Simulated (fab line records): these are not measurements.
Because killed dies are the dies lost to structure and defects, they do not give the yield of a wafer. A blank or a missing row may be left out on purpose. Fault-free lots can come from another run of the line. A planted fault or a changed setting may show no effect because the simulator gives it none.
Which tool is to blame? ; flow n5-finfet ; 10 lots with 30 wafers sampled at 5 steps, on a route of 1938 steps

WHAT EACH GAUGE READ, for each wafer
Not one reading of a measure or inspect step in the record can be checked against a usual standard deviation.

TOOL THAT RAN EACH LOT (tool first, then ch and the chambers of the sampled wafers, then the start)
lot;N5_BEOL_M15_TRENCH_ETCH_34;N5_BEOL_M15_DEGAS_41;N5_MIM_TOP_ETCH_STRIP_01;N5_PASSIVATION_ETCH_59;N5_PASSIVATION_PROBE_49
L304;rie-diel-01 ch 2,3, day 14 09:52;pvd-sputter-01, day 14 11:21;rie-diel-03 ch 0,1,3, day 14 18:47;rie-metal-02 ch 0,1, day 15 01:16;-
L306;rie-diel-06 ch 0,2,3, day 14 23:21;pvd-sputter-02, day 15 03:47;rie-diel-01 ch 1,2,3, day 15 12:02;rie-metal-03 ch 0,1, day 15 16:23;-
L307;rie-diel-03 ch 0,1,2, day 15 09:51;pvd-sputter-03, day 15 11:23;rie-diel-06 ch 0,1,2, day 15 16:13;rie-metal-02 ch 0,1, day 15 23:22;-
L309;rie-diel-06 ch 0,3, day 15 15:46;pvd-sputter-02, day 15 18:46;rie-diel-01 ch 1,2, day 16 01:17;rie-metal-01 ch 0,1, day 16 11:35;-
L313;rie-diel-06 ch 0,3, day 16 15:22;pvd-sputter-02, day 16 23:29;rie-diel-03 ch 2,3, day 17 05:16;rie-metal-02 ch 0,1, day 17 09:43;prober-01, day 17 14:05
L321;rie-diel-06 ch 0,1,3, day 17 01:16;pvd-sputter-02, day 17 04:59;rie-diel-01 ch 0,1,3, day 17 13:39;rie-metal-01 ch 0,1, day 17 19:11;-
L314;rie-diel-03 ch 1,2, day 17 01:42;pvd-sputter-02, day 17 04:09;rie-diel-03 ch 1,2,3, day 17 13:25;rie-metal-02 ch 0,1, day 17 18:26;prober-02, day 17 23:02
L326;rie-diel-06 ch 0,1,2, day 19 06:08;pvd-sputter-02, day 19 07:23;rie-diel-01 ch 1,3, day 19 12:35;rie-metal-03 ch 0,1, day 19 17:58;-
L325;rie-diel-03 ch 0,2,3, day 19 10:13;pvd-sputter-03, day 19 12:22;rie-diel-03 ch 0,2,3, day 19 20:31;rie-metal-01 ch 0,1, day 20 02:41;-
L308;rie-diel-03 ch 0,2,3, day 19 11:17;pvd-sputter-03, day 19 12:53;rie-diel-03 ch 1,3, day 19 20:34;rie-metal-03 ch 0,1, day 20 05:49;-
- N5_BEOL_M15_TRENCH_ETCH_34: etches SiO2 in C4F8/O2/Ar, target depth 872.93 nm, time 199 s.
- N5_BEOL_M15_DEGAS_41: time 60 s.
- N5_MIM_TOP_ETCH_STRIP_01: strips in O2.
- N5_PASSIVATION_ETCH_59: etches TaN in Cl2/BCl3, target depth 65 nm, time 34.9 s.
- N5_PASSIVATION_PROBE_49

AS READ BY THE TOOLS THEMSELVES (means over the sampled wafers that have a number; for cases with no such wafer, the mark the record gives instead)
N5_BEOL_M15_TRENCH_ETCH_34. Usual: drypump-motor-current-A 5.8 A, standard deviation 0.57; he-outer-torr 30.00 Torr, standard deviation 0.062; oes-product-au 0.79 a.u., standard deviation 0.074; rf-vpp-V 2228 V, standard deviation 20; showerhead-plenum-p-Torr 3.44 Torr, standard deviation 0.097; throttle-valve-pct 31.01 %, standard deviation 0.23.
lot;tool;drypump-motor-current-A (A);he-outer-torr (Torr);oes-product-au (a.u.);rf-vpp-V (V);showerhead-plenum-p-Torr (Torr);throttle-valve-pct (%);flag
L304;rie-diel-01;6.3;30.04;0.85;2232;3.52;31.15;
L306;rie-diel-06;6.0;29.94;0.81;2221;3.42;31.16;
L307;rie-diel-03;5.6;30.01;0.70;2222;3.41;30.89;
L309;rie-diel-06;6.1;30.02;0.86;2235;3.50;31.17;
L313;rie-diel-06;6.1;30.02;0.85;2234;3.49;31.19;
L321;rie-diel-06;5.6;30.03;0.84;2237;3.48;31.04;
L314;rie-diel-03;5.4;30.01;0.72;2235;3.46;30.88;
L326;rie-diel-06;6.0;30.00;0.81;2226;3.42;31.02;
L325;rie-diel-03;5.3;30.03;0.80;2237;3.46;31.00;
L308;rie-diel-03;5.3;29.99;0.81;2237;3.46;30.99;

N5_BEOL_M15_DEGAS_41. Usual: heater-power-w 467 W, standard deviation 39.
lot;tool;heater-power-w (W);flag
L304;pvd-sputter-01;487;
L306;pvd-sputter-02;453;
L307;pvd-sputter-03;448;
L309;pvd-sputter-02;463;
L313;pvd-sputter-02;458;
L321;pvd-sputter-02;463;
L314;pvd-sputter-02;465;
L326;pvd-sputter-02;470;
L325;pvd-sputter-03;409;
L308;pvd-sputter-03;472;

N5_MIM_TOP_ETCH_STRIP_01. Usual: drypump-motor-current-A 5.9 A, standard deviation 0.55; oes-product-au 0.78 a.u., standard deviation 0.071; rf-vpp-V 3.7 V, standard deviation 1.3; showerhead-plenum-p-Torr 2.09 Torr, standard deviation 0.068; throttle-valve-pct 16.81 %, standard deviation 0.18.
lot;tool;drypump-motor-current-A (A);oes-product-au (a.u.);rf-vpp-V (V);showerhead-plenum-p-Torr (Torr);throttle-valve-pct (%);flag
L304;rie-diel-03;5.7;0.75;4.0;2.06;16.73;
L306;rie-diel-01;6.2;0.81;3.8;2.11;16.82;
L307;rie-diel-06;6.0;0.84;2.7;2.09;16.68;
L309;rie-diel-01;6.4;0.79;4.1;2.16;16.85;
L313;rie-diel-03;5.2;0.78;3.0;2.13;16.77;
L321;rie-diel-01;6.3;0.77;3.2;2.05;16.92;
L314;rie-diel-03;5.5;0.74;4.0;2.09;16.67;
L326;rie-diel-01;6.2;0.75;4.9;2.06;16.86;
L325;rie-diel-03;5.3;0.81;3.8;2.11;16.78;
L308;rie-diel-03;5.9;0.71;3.9;2.03;16.61;

N5_PASSIVATION_ETCH_59. Usual: drypump-motor-current-A 6.1 A, standard deviation 0.4; oes-product-au 0.80 a.u., standard deviation 0.045; throttle-valve-pct 21.09 %, standard deviation 0.067.
lot;tool;drypump-motor-current-A (A);oes-product-au (a.u.);throttle-valve-pct (%);flag
L304;rie-metal-02;6.1;0.86;21.01;
L306;rie-metal-03;6.2;0.84;21.11;
L307;rie-metal-02;5.9;0.84;21.04;
L309;rie-metal-01;6.4;0.76;21.13;
L313;rie-metal-02;5.8;0.83;21.05;
L321;rie-metal-01;6.4;0.75;21.15;
L314;rie-metal-02;6.1;0.82;21.04;
L326;rie-metal-03;6.2;0.81;21.13;
L325;rie-metal-01;6.4;0.75;21.15;
L308;rie-metal-03;6.0;0.77;21.11;

N5_PASSIVATION_PROBE_49. Usual: defect-limited-yield 90.8 %, standard deviation 1.7; killed_at_M0_to_M3 37, standard deviation 12; killed_at_M4_up 15, standard deviation 5.6; killed-at-contacts 13, standard deviation 6.9; killed-at-front-end 40, standard deviation 11; killed-at-other 4, standard deviation 3.2; killed-dies 109, standard deviation 20; killed-open 73, standard deviation 15; killed-short 35, standard deviation 8.3; sort_bin_5_function 5.4 %, standard deviation 1.1; sort_bin_6_memory 3.5 %, standard deviation 0.73; sort-n-pass 1071, standard deviation 20; sort-yield-pct 90.8 %, standard deviation 1.7.
lot;tool;defect-limited-yield (%);killed_at_M0_to_M3;killed_at_M4_up;killed-at-contacts;killed-at-front-end;killed-at-other;killed-dies;killed-open;killed-short;sort_bin_5_function (%);sort_bin_6_memory (%);sort-n-pass;sort-yield-pct (%);flag
L313;prober-01;78.5;67;8;11;36;132;254;86;39;12.6;4.9;926;78.5;OFF
L314;prober-02;82.7;33;11;12;45;103;204;67;37;10.3;4.0;976;82.7;OFF

THE ANSWER, worked out from the rows above alone
Rule: a lot counts as off when the mean over its wafers that have a number is more than 3 standard deviations away from the usual mean. Also off: a lot with no number at a reading for which 4 or more lots have one. Any other lot the step has rows for is counted as sound. Order of review: gauges by route order, followed by the tools' own readings, for which a lot's mean as printed above is used. At the first step where some lot is off, the reading lying furthest off is the one used; lots without a number count as furthest.
Off, at N5_PASSIVATION_PROBE_49 on killed-at-other: L313, L314. Neither off nor sound, because the step has no rows for them: L304, L306, L307, L309, L321, L326, L325, L308.
If a tool, at that step or one of the process steps before it, ran each lot that is off and ran no sound lot following the first of them, it fits. Can't be told from this: 3 tools fit, pvd-sputter-02 at N5_BEOL_M15_DEGAS_41, rie-diel-03 at N5_MIM_TOP_ETCH_STRIP_01, rie-metal-02 at N5_PASSIVATION_ETCH_59.

WHAT THE SIMULATOR HAD INSERTED
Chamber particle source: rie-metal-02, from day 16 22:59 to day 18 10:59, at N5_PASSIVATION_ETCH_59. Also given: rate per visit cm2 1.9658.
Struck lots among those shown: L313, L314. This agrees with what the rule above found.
